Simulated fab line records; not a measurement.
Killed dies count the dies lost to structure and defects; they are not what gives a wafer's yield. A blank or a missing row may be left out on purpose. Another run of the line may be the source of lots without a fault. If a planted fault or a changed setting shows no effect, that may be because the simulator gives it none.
fab line records	flow nand_harc
record lots=24	wafers=72	last_day=34
route steps=1302 shown P_M0@266 P_M1@315 P_M2@345 P_BONDPAD@365
lots with no fault: from the same line, run without faults
start_h: hours from the record's opening day to when the first of the lot's shown wafers began	wait_h: hours elapsed since this lot's preceding step	" identical to the entry in the row above	L1.1+2: one row covering several wafers at once	- value missing, or start not given	* or withheld: withheld	< > ~ a bound
route shown NAME@n: names a module that has steps shown in the file, with the first one's number in the route	usual: average and standard deviation across the fault-free wafers	same: alike in all rows	chamber/n: place in a boat	sites: the reading at each site	_std_site: standard deviation of those values	_edge_site: inner sites' mean taken away from outer sites' mean	radius_mm: for every site, how far away it sits from the centre of the wafer	mask NAME#n: copy n	behind: the most recent tool/chamber to have shaped the wafer	hold: why the lot went on hold/how many hours it stayed there/how the hold came to an end	device: whichever transistor did not switch (one of n, p or np)	end of line: tests run on the same wafers once the route is complete	a step with no rows: only its recipe	killed: dies that structure and defects cost at the first sort, which is not the same as the wafer's yield	map: shows each die of a wafer: x if killed, . if not, _ if none is there
set.NAME: the run value of the setting; set.NAME@STEP: its run value at that earlier step	model.NAME: the simulator's own value behind a step, which no gauge read
a sample of lots followed through the steps of the route, with each step as a table and each wafer as a row
services: from which hour (start_h, from the record's first day; less than 0 if before it) a tool's chamber was out of use, for how many hours, and why
## steps
# step NHARC_P_M0_DESCUM_14
# recipe time_s=3	o2_flow_sccm=200	ar_flow_sccm=0	bias_power_w=0	chemistry=O2
# usual chamber_pressure_mTorr=60.00/0.052	drypump_motor_current_A=5.8/0.44	oes_product_au=0.997/0.0085	rf_vpp_V=57.5/0.84	showerhead_plenum_p_Torr=1.86/0.056	throttle_valve_pct=11.310/0.0096
lot.wafer	tool	chamber	start_h	wait_h	chamber_pressure_mTorr	drypump_motor_current_A	oes_product_au	rf_hours_counter_h	rf_vpp_V	showerhead_plenum_p_Torr	throttle_valve_pct
L074.2	rie_diel-13	2	122.93	0.1	59.89	6.2	0.989	40	58.4	1.80	11.322
L074.5	"	1	"	"	59.91	5.6	0.997	-	57.7	1.83	11.312
L074.6	"	2	"	"	59.97	6.2	0.989	-	55.8	1.80	11.328
L075.2	rie_diel-12	0	133.42	0.1	60.01	5.6	0.981	5	57.0	1.79	11.310
L075.1	"	2	"	"	59.99	5.2	1.002	5	56.9	1.93	11.309
L075.5	"	3	"	"	60.05	6.4	0.984	-	56.3	1.90	11.299
L076.1	rie_diel-12	2	145.86	0.1	60.02	5.2	1.010	8	59.2	1.93	11.319
L076.3	"	0	"	"	60.03	5.6	0.987	9	57.3	1.79	11.294
L076.4	"	1	"	"	60.11	6.4	0.993	-	58.1	1.86	11.322
L077.1	rie_diel-13	1	149.04	0.1	59.96	5.6	0.987	55	57.4	1.82	11.315
L077.4	"	3	"	"	59.99	5.4	1.002	47	59.5	1.87	11.319
L077.5	"	0	"	"	60.02	5.7	1.008	-	58.4	1.92	11.307
L079.2	rie_diel-12	0	172.28	0.1	59.98	5.6	0.991	12	57.2	1.79	11.313
L079.6	"	1	"	"	60.04	6.4	0.997	-	56.4	1.86	11.326
L079.5	"	2	"	"	60.00	5.2	1.011	-	57.4	1.93	11.320
L078.2	rie_diel-13	3	174.12	0.1	59.88	5.4	0.998	0	57.8	1.86	11.319
L078.1	"	1	"	"	60.03	5.6	0.983	0	57.7	1.82	11.325
L078.5	"	3	"	"	60.01	5.4	0.993	-	56.7	1.86	11.311
L080.1	rie_diel-10	3	190.27	0.1	59.98	6.0	0.996	38	59.0	1.86	11.323
L080.2	"	0	"	"	59.97	5.6	0.992	35	56.0	1.92	11.311
L080.5	"	3	"	"	60.03	6.0	1.000	-	58.2	1.86	11.318
L081.2	rie_diel-12	3	201.83	0.1	59.98	6.4	0.981	12	57.3	1.90	11.311
L081.1	"	0	"	"	60.02	5.6	0.986	15	56.4	1.78	11.304
L081.4	"	1	"	"	60.01	6.4	0.999	14	58.1	1.85	11.309
L082.3	rie_diel-12	1	202.65	0.1	60.05	6.4	1.007	14	57.1	1.85	11.319
L082.2	"	2	"	"	60.02	5.2	1.007	13	58.9	1.93	11.300
L082.5	"	3	"	"	60.02	6.4	0.999	-	57.5	1.90	11.320
L083.2	rie_diel-13	3	212.90	0.3	60.02	5.5	1.002	14	58.4	1.86	11.315
L083.6	"	1	"	"	59.94	5.6	0.995	-	57.7	1.82	11.307
L083.5	"	2	"	"	60.00	6.2	0.989	-	56.7	1.79	11.307
L084.1	rie_diel-12	3	221.76	0.5	60.06	6.4	0.990	16	56.8	1.90	11.302
L084.3	"	0	"	"	60.02	5.6	0.996	18	58.1	1.78	11.318
L084.5	"	2	"	"	59.94	5.2	1.000	-	58.8	1.93	11.322
L086.5	rie_diel-12	0	236.06	0.1	59.99	5.6	0.988	-	57.1	1.78	11.291
L086.6	"	2	"	"	60.01	5.2	1.011	-	58.2	1.93	11.316
L086.4	"	3	"	"	60.04	6.4	0.985	-	57.6	1.90	11.306
L085.1	rie_diel-12	0	241.98	0.1	59.99	5.6	0.978	23	57.7	1.78	11.302
L085.2	"	2	"	"	59.96	5.2	1.006	21	57.3	1.92	11.304
L085.6	"	3	"	"	59.96	6.4	0.986	-	57.9	1.90	11.328
L087.1	rie_diel-12	3	258.11	0.1	60.03	6.4	0.994	22	57.3	1.90	11.299
L087.3	"	0	"	"	59.89	5.6	0.995	25	56.7	1.78	11.307
L087.5	"	0	"	"	60.04	5.6	0.995	-	57.5	1.78	11.304
L089.3	rie_diel-10	3	266.84	0.1	60.12	6.0	0.990	6	57.8	1.85	11.292
L089.5	"	2	"	"	60.03	5.3	0.998	-	57.2	1.77	11.304
L089.6	"	3	"	"	60.02	6.0	0.996	-	58.1	1.85	11.333
L088.1	rie_diel-10	3	268.88	0.1	59.92	6.0	0.994	7	56.7	1.85	11.301
L088.3	"	0	"	"	59.87	5.6	0.991	8	57.8	1.91	11.309
L088.6	"	3	"	"	59.95	6.0	0.997	-	57.6	1.85	11.301
L090.3	rie_diel-10	3	288.96	0.1	60.06	6.0	1.004	13	58.7	1.85	11.313
L090.1	"	0	"	"	60.03	5.6	1.000	14	57.0	1.91	11.311
L090.5	"	2	"	"	60.00	5.3	1.000	-	56.8	1.77	11.314
L091.3	rie_diel-10	1	290.46	0.1	60.02	5.5	0.991	14	58.8	1.93	11.301
L091.1	"	3	"	"	59.93	6.0	1.002	13	57.3	1.85	11.336
L091.6	"	1	"	"	60.02	5.5	0.982	-	57.3	1.93	11.309
L092.4	rie_diel-10	3	301.59	0.1	59.94	6.0	1.006	16	58.2	1.85	11.293
L092.3	"	1	"	"	60.04	5.5	1.000	17	57.1	1.93	11.327
L092.6	"	0	"	"	59.99	5.6	1.004	-	58.2	1.91	11.315
L093.1	rie_diel-12	0	309.39	0.1	59.99	5.6	1.000	5	58.0	1.78	11.300
L093.4	"	3	"	"	60.03	6.4	0.999	4	57.6	1.90	11.304
L093.6	"	0	"	"	60.01	5.6	0.978	-	57.5	1.78	11.309
L094.3	rie_diel-12	3	329.39	0.1	59.93	6.4	0.992	7	58.1	1.90	11.305
L094.4	"	0	"	"	59.96	5.6	1.008	8	56.8	1.78	11.306
L094.1	"	2	"	"	59.90	5.2	1.008	7	55.6	1.92	11.314
L095.1	rie_diel-12	0	331.78	0.1	59.96	5.6	0.989	8	56.1	1.78	11.309
L095.4	"	1	"	"	59.97	6.4	0.991	8	56.9	1.85	11.308
L095.5	"	3	"	"	60.02	6.4	0.995	-	59.1	1.90	11.310
L096.2	rie_diel-12	1	346.36	0.1	60.03	6.4	1.000	12	58.5	1.85	11.298
L096.3	"	0	"	"	59.96	5.6	1.008	12	57.4	1.78	11.306
L096.5	"	0	"	"	59.91	5.6	1.003	-	57.9	1.78	11.306
L097.2	rie_diel-12	3	355.33	0.1	59.98	6.4	0.997	12	58.0	1.89	11.309
L097.4	"	0	"	"	60.04	5.6	1.005	-	59.0	1.78	11.323
L097.5	"	1	"	"	60.04	6.4	0.996	-	56.5	1.85	11.312
# step NHARC_P_M0_ETCH_34
# recipe target_depth_a=400	overetch_a=120	time_s=43.94	ion_energy_ev=200	n2_flow_sccm=150	h2_flow_sccm=150	ar_flow_sccm=0	rf_w=400	bias_w=150	chemistry=N2/H2
# usual chamber_pressure_mTorr=30.005/0.027	drypump_motor_current_A=5.8/0.45	oes_product_au=0.999/0.0093	rf_vpp_V=428.9/1.8	showerhead_plenum_p_Torr=1.99/0.061	throttle_valve_pct=14.171/0.0081
lot.wafer	tool	chamber	start_h	wait_h	chamber_pressure_mTorr	drypump_motor_current_A	oes_product_au	rf_hours_counter_h	rf_vpp_V	showerhead_plenum_p_Torr	throttle_valve_pct
L074.2	rie_diel-13	0	123.01	0.1	29.983	5.8	1.005	46	429.7	2.05	14.153
L074.5	"	3	"	"	30.019	5.4	0.996	-	430.1	1.99	14.166
L074.6	"	0	"	"	29.965	5.8	0.999	-	428.5	2.05	14.161
L075.1	rie_diel-12	3	133.51	0.1	29.978	6.4	0.992	5	431.1	2.03	14.181
L075.2	"	0	"	"	30.041	5.6	0.992	5	427.7	1.90	14.154
L075.5	"	2	"	"	30.007	5.2	1.007	-	429.7	2.06	14.173
L076.3	rie_diel-12	2	145.96	0.1	29.958	5.2	0.999	8	431.7	2.06	14.177
L076.1	"	0	"	"	30.019	5.6	0.987	9	427.4	1.90	14.176
L076.4	"	1	"	"	30.041	6.4	1.005	-	428.8	1.98	14.165
L077.4	rie_diel-13	0	149.13	0.1	29.996	5.7	1.006	54	429.7	2.04	14.179
L077.1	"	2	"	"	30.003	6.2	0.993	49	426.3	1.91	14.182
L077.5	"	0	"	"	30.029	5.7	1.010	-	432.0	2.04	14.171
L079.2	rie_diel-12	0	172.36	0.1	30.041	5.6	1.002	12	425.6	1.90	14.179
L079.6	"	1	"	"	30.019	6.4	1.004	-	428.9	1.98	14.169
L079.5	"	2	"	"	29.978	5.2	1.005	-	431.3	2.06	14.181
L078.2	rie_diel-13	2	174.21	0.1	29.985	6.2	0.984	0	425.9	1.91	14.169
L078.1	"	3	"	"	30.039	5.4	1.000	0	428.5	1.98	14.165
L078.5	"	2	"	"	29.973	6.2	0.982	-	426.0	1.91	14.183
L080.1	rie_diel-10	1	190.36	0.1	30.026	5.5	1.007	32	431.4	2.07	14.172
L080.2	"	2	"	"	30.021	5.3	1.012	35	427.7	1.89	14.173
L080.5	"	0	"	"	30.009	5.6	0.994	-	431.7	2.05	14.178
L081.1	rie_diel-12	1	201.91	0.1	29.990	6.4	1.000	14	428.1	1.97	14.169
L081.2	"	2	"	"	29.967	5.2	1.002	13	430.9	2.05	14.182
L081.4	"	3	"	"	30.038	6.4	0.980	12	430.5	2.03	14.151
L082.3	rie_diel-12	3	202.73	0.1	30.025	6.4	0.982	12	429.7	2.03	14.166
L082.2	"	0	"	"	29.983	5.6	0.997	15	427.3	1.90	14.169
L082.5	"	2	"	"	29.984	5.2	1.019	-	430.2	2.06	14.172
L083.2	rie_diel-13	1	212.97	0.1	29.965	5.6	0.985	12	426.9	1.94	14.166
L083.6	"	0	"	"	30.001	5.7	0.994	-	429.5	2.04	14.173
L083.5	"	1	"	"	29.990	5.6	0.983	-	428.1	1.94	14.175
L084.1	rie_diel-12	2	221.83	0.1	29.993	5.1	1.008	17	430.7	2.05	14.163
L084.3	"	0	"	"	30.008	5.6	0.980	18	428.0	1.90	14.166
L084.5	"	2	"	"	30.003	5.2	1.017	-	430.4	2.05	14.168
L086.4	rie_diel-12	3	236.15	0.1	29.981	6.4	1.001	-	430.3	2.02	14.169
L086.5	"	0	"	"	29.994	5.6	0.994	-	425.9	1.90	14.176
L086.6	"	2	"	"	29.974	5.2	1.008	-	431.2	2.05	14.156
L085.1	rie_diel-12	0	242.06	0.1	30.030	5.6	0.992	24	427.6	1.90	14.174
L085.2	"	1	"	"	30.000	6.4	1.007	19	428.9	1.97	14.178
L085.6	"	0	"	"	29.998	5.6	0.991	-	426.2	1.90	14.181
L087.3	rie_diel-12	3	258.21	0.1	30.040	6.4	0.992	22	429.3	2.02	14.162
L087.1	"	0	"	"	29.981	5.6	0.994	25	426.9	1.90	14.176
L087.5	"	2	"	"	29.970	5.2	1.012	-	429.7	2.05	14.171
L089.3	rie_diel-10	2	266.94	0.1	29.994	5.3	1.013	5	426.2	1.88	14.163
L089.5	"	3	"	"	30.036	6.0	1.003	-	429.3	1.97	14.162
L089.6	"	0	"	"	30.002	5.6	1.003	-	430.4	2.04	14.164
L088.1	rie_diel-10	0	268.95	0.1	29.991	5.6	1.009	8	432.5	2.04	14.160
L088.3	"	3	"	"	30.040	6.0	1.011	7	429.2	1.97	14.180
L088.6	"	0	"	"	29.993	5.6	1.006	-	429.8	2.04	14.183
L090.1	rie_diel-10	1	289.05	0.1	29.966	5.5	0.985	13	431.4	2.06	14.170
L090.3	"	2	"	"	29.996	5.3	0.994	12	425.8	1.88	14.165
L090.5	"	1	"	"	29.995	5.5	0.995	-	431.1	2.06	14.175
L091.3	rie_diel-10	3	290.53	0.1	30.052	6.0	1.006	13	427.8	1.97	14.163
L091.1	"	1	"	"	30.036	5.5	1.004	14	428.6	2.06	14.177
L091.6	"	0	"	"	29.945	5.6	0.998	-	430.4	2.03	14.182
L092.4	rie_diel-10	2	301.67	0.1	30.016	5.3	1.004	15	424.9	1.88	14.167
L092.3	"	1	"	"	30.010	5.5	0.986	17	429.9	2.06	14.165
L092.6	"	3	"	"	30.010	6.0	1.001	-	428.3	1.97	14.180
L093.1	rie_diel-12	3	309.48	0.1	29.989	6.4	1.004	4	431.1	2.02	14.181
L093.4	"	2	"	"	29.960	5.2	1.016	3	431.0	2.05	14.164
L093.6	"	3	"	"	30.016	6.5	0.999	-	430.6	2.02	14.175
L094.4	rie_diel-12	1	329.47	0.1	30.048	6.4	0.990	7	429.0	1.97	14.163
L094.3	"	2	"	"	30.026	5.2	1.012	7	431.6	2.05	14.172
L094.1	"	3	"	"	30.061	6.4	0.995	7	429.3	2.02	14.175
L095.1	rie_diel-12	1	331.84	0.1	29.975	6.4	1.006	8	428.4	1.97	14.184
L095.4	"	3	"	"	29.990	6.4	0.999	7	429.8	2.02	14.174
L095.5	"	2	"	"	30.053	5.2	1.011	-	430.5	2.05	14.162
L096.2	rie_diel-12	3	346.46	0.1	29.974	6.4	1.003	11	430.8	2.02	14.173
L096.3	"	0	"	"	29.989	5.6	1.009	12	425.9	1.89	14.176
L096.5	"	3	"	"	29.990	6.4	0.999	-	429.7	2.02	14.176
L097.2	rie_diel-12	0	355.42	0.1	29.971	5.6	1.005	13	427.9	1.89	14.177
L097.4	"	3	"	"	29.978	6.4	0.997	-	429.0	2.02	14.186
L097.5	"	0	"	"	30.020	5.6	1.007	-	425.8	1.89	14.175
# step NHARC_P_M1_INSPECT_27
# usual raw_defect_count=307/120
lot.wafer	tool	chamber	start_h	wait_h	raw_defect_count
L074.2	defect_inspect-01	-	129.54	0.0	314
L074.5	"	-	"	"	256
L074.6	"	-	"	"	418
L075.1	defect_inspect-01	-	140.16	0.0	208
L075.2	"	-	"	"	240
L075.5	"	-	"	"	180
L076.1	defect_inspect-01	-	152.91	0.0	370
L076.3	"	-	"	"	504
L076.4	"	-	"	"	652
L077.1	defect_inspect-02	-	155.78	0.0	201
L077.4	"	-	"	"	162
L077.5	"	-	"	"	150
L079.2	defect_inspect-01	-	178.86	0.0	237
L079.5	"	-	"	"	226
L079.6	"	-	"	"	306
L078.1	defect_inspect-02	-	181.01	0.0	300
L078.2	"	-	"	"	145
L078.5	"	-	"	"	171
L080.1	defect_inspect-02	-	200.06	0.0	434
L080.2	"	-	"	"	528
L080.5	"	-	"	"	530
L081.1	defect_inspect-02	-	208.52	0.0	581
L081.2	"	-	"	"	382
L081.4	"	-	"	"	398
L082.2	defect_inspect-02	-	209.26	0.0	245
L082.3	"	-	"	"	309
L082.5	"	-	"	"	276
L083.2	defect_inspect-02	-	219.64	0.0	323
L083.5	"	-	"	"	601
L083.6	"	-	"	"	414
L084.1	defect_inspect-02	-	228.44	0.0	352
L084.3	"	-	"	"	307
L084.5	"	-	"	"	550
L086.4	defect_inspect-02	-	242.73	0.0	287
L086.5	"	-	"	"	251
L086.6	"	-	"	"	378
L085.1	defect_inspect-02	-	248.92	0.0	418
L085.2	"	-	"	"	584
L085.6	"	-	"	"	345
L087.1	defect_inspect-01	-	264.82	0.0	155
L087.3	"	-	"	"	197
L087.5	"	-	"	"	339
L089.3	defect_inspect-01	-	274.47	0.0	259
L089.5	"	-	"	"	172
L089.6	"	-	"	"	160
L088.1	defect_inspect-01	-	276.43	0.0	163
L088.3	"	-	"	"	161
L088.6	"	-	"	"	177
L090.1	defect_inspect-01	-	295.59	0.0	272
L090.3	"	-	"	"	312
L090.5	"	-	"	"	208
L091.1	defect_inspect-02	-	297.10	0.0	577
L091.3	"	-	"	"	250
L091.6	"	-	"	"	273
L092.3	defect_inspect-02	-	308.18	0.0	223
L092.4	"	-	"	"	366
L092.6	"	-	"	"	248
L093.1	defect_inspect-01	-	316.04	0.0	326
L093.4	"	-	"	"	187
L093.6	"	-	"	"	196
L094.1	defect_inspect-02	-	336.69	0.0	235
L094.3	"	-	"	"	193
L094.4	"	-	"	"	302
L095.1	defect_inspect-01	-	338.45	0.0	224
L095.4	"	-	"	"	350
L095.5	"	-	"	"	313
L096.2	defect_inspect-02	-	352.94	0.1	172
L096.3	"	-	"	"	194
L096.5	"	-	"	"	315
L097.2	defect_inspect-01	-	362.14	0.0	289
L097.4	"	-	"	"	279
L097.5	"	-	"	"	272
# step NHARC_P_M2_THK_MEAS_24
# recipe thk_meas_gauge=xrf
# usual thk_nm=144.6/1.5
lot.wafer	tool	chamber	start_h	wait_h	thk_nm
L074.2	film_metro-01	-	133.53	-	145.1
L074.5	"	-	"	"	147.7
L074.6	"	-	"	"	147.0
L075.1	film_metro-01	-	144.93	-	146.0
L075.2	"	-	"	"	145.8
L075.5	"	-	"	"	145.8
L076.1	film_metro-01	-	156.84	-	145.0
L076.3	"	-	"	"	145.6
L076.4	"	-	"	"	143.9
L077.1	film_metro-01	-	159.69	-	142.9
L077.4	"	-	"	"	145.9
L077.5	"	-	"	"	146.1
L079.2	film_metro-01	-	183.61	-	146.3
L079.5	"	-	"	"	147.1
L079.6	"	-	"	"	148.7
L078.1	film_metro-02	-	185.00	-	142.1
L078.2	"	-	"	"	141.9
L078.5	"	-	"	"	145.4
L080.1	film_metro-01	-	203.93	-	144.2
L080.2	"	-	"	"	139.9
L080.5	"	-	"	"	146.1
L081.1	film_metro-02	-	212.39	-	142.7
L081.2	"	-	"	"	145.7
L081.4	"	-	"	"	146.2
L082.2	film_metro-01	-	213.14	-	142.3
L082.3	"	-	"	"	143.9
L082.5	"	-	"	"	143.5
L083.2	film_metro-01	-	223.76	-	144.5
L083.5	"	-	"	"	145.9
L083.6	"	-	"	"	142.8
L084.1	film_metro-02	-	232.45	-	145.0
L084.3	"	-	"	"	144.2
L084.5	"	-	"	"	141.9
L086.4	film_metro-01	-	247.10	-	143.9
L086.5	"	-	"	"	145.5
L086.6	"	-	"	"	144.2
L085.1	film_metro-01	-	252.93	-	143.0
L085.2	"	-	"	"	144.2
L085.6	"	-	"	"	146.0
L087.1	film_metro-01	-	268.88	-	146.4
L087.3	"	-	"	"	146.2
L087.5	"	-	"	"	145.1
L089.3	film_metro-02	-	278.69	-	142.2
L089.5	"	-	"	"	142.9
L089.6	"	-	"	"	141.9
L088.1	film_metro-02	-	280.28	-	142.1
L088.3	"	-	"	"	143.6
L088.6	"	-	"	"	141.0
L090.1	film_metro-01	-	299.67	-	145.4
L090.3	"	-	"	"	145.6
L090.5	"	-	"	"	144.6
L091.1	film_metro-01	-	301.10	-	144.1
L091.3	"	-	"	"	144.3
L091.6	"	-	"	"	145.4
L092.3	film_metro-01	-	312.67	-	143.5
L092.4	"	-	"	"	143.0
L092.6	"	-	"	"	145.9
L093.1	film_metro-02	-	320.02	-	142.4
L093.4	"	-	"	"	142.4
L093.6	"	-	"	"	144.7
L094.1	film_metro-02	-	341.10	-	145.6
L094.3	"	-	"	"	143.2
L094.4	"	-	"	"	144.5
L095.1	film_metro-01	-	342.57	-	146.0
L095.4	"	-	"	"	146.3
L095.5	"	-	"	"	143.0
L096.2	film_metro-02	-	357.11	-	144.0
L096.3	"	-	"	"	143.9
L096.5	"	-	"	"	145.4
L097.2	film_metro-02	-	366.14	-	145.0
L097.4	"	-	"	"	145.5
L097.5	"	-	"	"	143.7
# step NHARC_P_BONDPAD_OVL_MEAS_38
# usual overlay_x_nm=-2/4.6	overlay_y_nm=1/5.8
lot.wafer	tool	chamber	start_h	wait_h	overlay_x_nm	overlay_y_nm
L074.2	overlay-02	-	135.53	-	-4	-2
L074.5	"	-	"	"	-4	-3
L074.6	"	-	"	"	-4	-2
L075.1	overlay-01	-	146.98	-	1	0
L075.2	"	-	"	"	0	0
L075.5	"	-	"	"	0	0
L076.1	overlay-01	-	158.89	-	-8	12
L076.3	"	-	"	"	-8	12
L076.4	"	-	"	"	-8	11
L077.1	overlay-01	-	161.74	-	-9	-7
L077.4	"	-	"	"	-9	-8
L077.5	"	-	"	"	-9	-7
L079.2	overlay-01	-	185.51	-	7	-9
L079.5	"	-	"	"	8	-10
L079.6	"	-	"	"	8	-9
L078.1	overlay-02	-	187.05	-	-4	9
L078.2	"	-	"	"	-4	8
L078.5	"	-	"	"	-4	8
L080.1	overlay-01	-	205.81	-	0	-4
L080.2	"	-	"	"	1	-4
L080.5	"	-	"	"	1	-4
L081.1	overlay-01	-	214.29	-	-2	0
L081.2	"	-	"	"	-2	0
L081.4	"	-	"	"	-2	0
L082.2	overlay-02	-	215.17	-	-8	1
L082.3	"	-	"	"	-8	2
L082.5	"	-	"	"	-9	2
L083.2	overlay-01	-	225.79	-	3	0
L083.5	"	-	"	"	2	-1
L083.6	"	-	"	"	3	-1
L084.1	overlay-01	-	234.47	-	-3	-6
L084.3	"	-	"	"	-3	-5
L084.5	"	-	"	"	-2	-6
L086.4	overlay-02	-	249.12	-	-1	1
L086.5	"	-	"	"	-1	1
L086.6	"	-	"	"	-1	1
L085.1	overlay-02	-	254.95	-	-4	6
L085.2	"	-	"	"	-4	7
L085.6	"	-	"	"	-3	7
L087.1	overlay-01	-	270.95	-	-4	7
L087.3	"	-	"	"	-3	8
L087.5	"	-	"	"	-3	7
L089.3	overlay-01	-	280.74	-	-6	-6
L089.5	"	-	"	"	-5	-5
L089.6	"	-	"	"	-6	-5
L088.1	overlay-02	-	282.17	-	-5	10
L088.3	"	-	"	"	-5	10
L088.6	"	-	"	"	-6	10
L090.1	overlay-02	-	301.71	-	-5	6
L090.3	"	-	"	"	-5	6
L090.5	"	-	"	"	-5	5
L091.1	overlay-02	-	303.16	-	2	2
L091.3	"	-	"	"	2	2
L091.6	"	-	"	"	1	2
L092.3	overlay-02	-	314.70	-	6	-2
L092.4	"	-	"	"	6	-1
L092.6	"	-	"	"	6	-1
L093.1	overlay-01	-	322.12	-	-1	6
L093.4	"	-	"	"	-2	5
L093.6	"	-	"	"	-2	6
L094.1	overlay-01	-	343.03	-	6	-4
L094.3	"	-	"	"	5	-5
L094.4	"	-	"	"	6	-5
L095.1	overlay-02	-	344.60	-	-1	6
L095.4	"	-	"	"	-1	6
L095.5	"	-	"	"	-2	5
L096.2	overlay-01	-	359.13	-	-9	-2
L096.3	"	-	"	"	-9	-3
L096.5	"	-	"	"	-9	-3
L097.2	overlay-01	-	368.15	-	2	7
L097.4	"	-	"	"	2	6
L097.5	"	-	"	"	2	7
# step NHARC_P_BONDPAD_CD_MEAS_13
# usual cd_nm=499.3/2.3
lot.wafer	tool	chamber	start_h	wait_h	cd_nm
L074.2	cd_sem-02	-	135.97	-	498.1
L074.5	"	-	"	"	501.4
L074.6	"	-	"	"	499.7
L075.1	cd_sem-01	-	147.41	-	497.3
L075.2	"	-	"	"	501.7
L075.5	"	-	"	"	499.5
L076.1	cd_sem-03	-	159.33	-	502.9
L076.3	"	-	"	"	500.8
L076.4	"	-	"	"	499.0
L077.1	cd_sem-01	-	162.17	-	498.8
L077.4	"	-	"	"	500.2
L077.5	"	-	"	"	500.8
L079.2	cd_sem-03	-	185.94	-	499.2
L079.5	"	-	"	"	497.6
L079.6	"	-	"	"	500.0
L078.1	cd_sem-01	-	187.49	-	502.2
L078.2	"	-	"	"	499.6
L078.5	"	-	"	"	498.9
L080.1	cd_sem-02	-	206.25	-	499.9
L080.2	"	-	"	"	498.6
L080.5	"	-	"	"	501.0
L081.1	cd_sem-02	-	214.73	-	501.1
L081.2	"	-	"	"	500.0
L081.4	"	-	"	"	499.1
L082.2	cd_sem-01	-	215.62	-	499.2
L082.3	"	-	"	"	501.3
L082.5	"	-	"	"	499.3
L083.2	cd_sem-03	-	226.23	-	499.3
L083.5	"	-	"	"	499.3
L083.6	"	-	"	"	498.9
L084.1	cd_sem-02	-	234.96	-	500.0
L084.3	"	-	"	"	498.3
L084.5	"	-	"	"	504.6
L086.4	cd_sem-02	-	249.57	-	494.1
L086.5	"	-	"	"	493.5
L086.6	"	-	"	"	497.6
L085.1	cd_sem-02	-	255.39	-	497.0
L085.2	"	-	"	"	497.2
L085.6	"	-	"	"	493.7
L087.1	cd_sem-01	-	271.44	-	498.7
L087.3	"	-	"	"	500.1
L087.5	"	-	"	"	497.2
L089.3	cd_sem-01	-	281.19	-	501.9
L089.5	"	-	"	"	500.2
L089.6	"	-	"	"	501.7
L088.1	cd_sem-03	-	282.60	-	497.7
L088.3	"	-	"	"	499.1
L088.6	"	-	"	"	500.1
L090.1	cd_sem-02	-	302.14	-	500.2
L090.3	"	-	"	"	500.7
L090.5	"	-	"	"	504.2
L091.1	cd_sem-03	-	303.61	-	499.6
L091.3	"	-	"	"	498.7
L091.6	"	-	"	"	499.3
L092.3	cd_sem-02	-	315.15	-	494.6
L092.4	"	-	"	"	498.1
L092.6	"	-	"	"	499.1
L093.1	cd_sem-01	-	322.57	-	500.3
L093.4	"	-	"	"	499.3
L093.6	"	-	"	"	498.0
L094.1	cd_sem-02	-	343.47	-	503.2
L094.3	"	-	"	"	500.2
L094.4	"	-	"	"	502.1
L095.1	cd_sem-03	-	345.04	-	496.8
L095.4	"	-	"	"	499.0
L095.5	"	-	"	"	500.7
L096.2	cd_sem-01	-	359.58	-	501.9
L096.3	"	-	"	"	498.4
L096.5	"	-	"	"	500.0
L097.2	cd_sem-03	-	368.59	-	496.9
L097.4	"	-	"	"	499.0
L097.5	"	-	"	"	497.7
## services
tool	chamber	start_h	hours	kind
rie_diel-12	0	100.40	-	clean
rie_diel-12	1	100.40	-	clean
rie_diel-12	2	100.40	-	clean
rie_diel-12	2	100.40	-	consumable_replace:focus_ring
rie_diel-12	3	100.40	-	clean
rie_diel-12	0	124.90	-	clean
rie_diel-12	1	124.90	-	clean
rie_diel-12	2	124.90	-	clean
rie_diel-12	3	136.26	14.0	repair
rie_diel-13	-	165.02	9.0	pm
rie_diel-12	1	232.76	6.4	repair
rie_diel-10	-	243.97	9.0	pm
rie_diel-13	1	247.01	2.8	repair
rie_diel-13	3	251.03	4.1	repair
rie_diel-12	1	253.50	5.2	repair
rie_diel-12	-	268.60	9.0	pm
rie_diel-10	-	272.89	2.5	repair
rie_diel-13	2	295.97	3.0	repair
rie_diel-13	-	307.72	0.2	repair
rie_diel-13	0	310.62	4.0	repair
rie_diel-13	3	316.00	31.6	repair
rie_diel-12	2	335.39	2.9	repair
rie_diel-12	2	338.56	23.1	repair
rie_diel-13	-	342.02	9.0	pm
## key
fault none
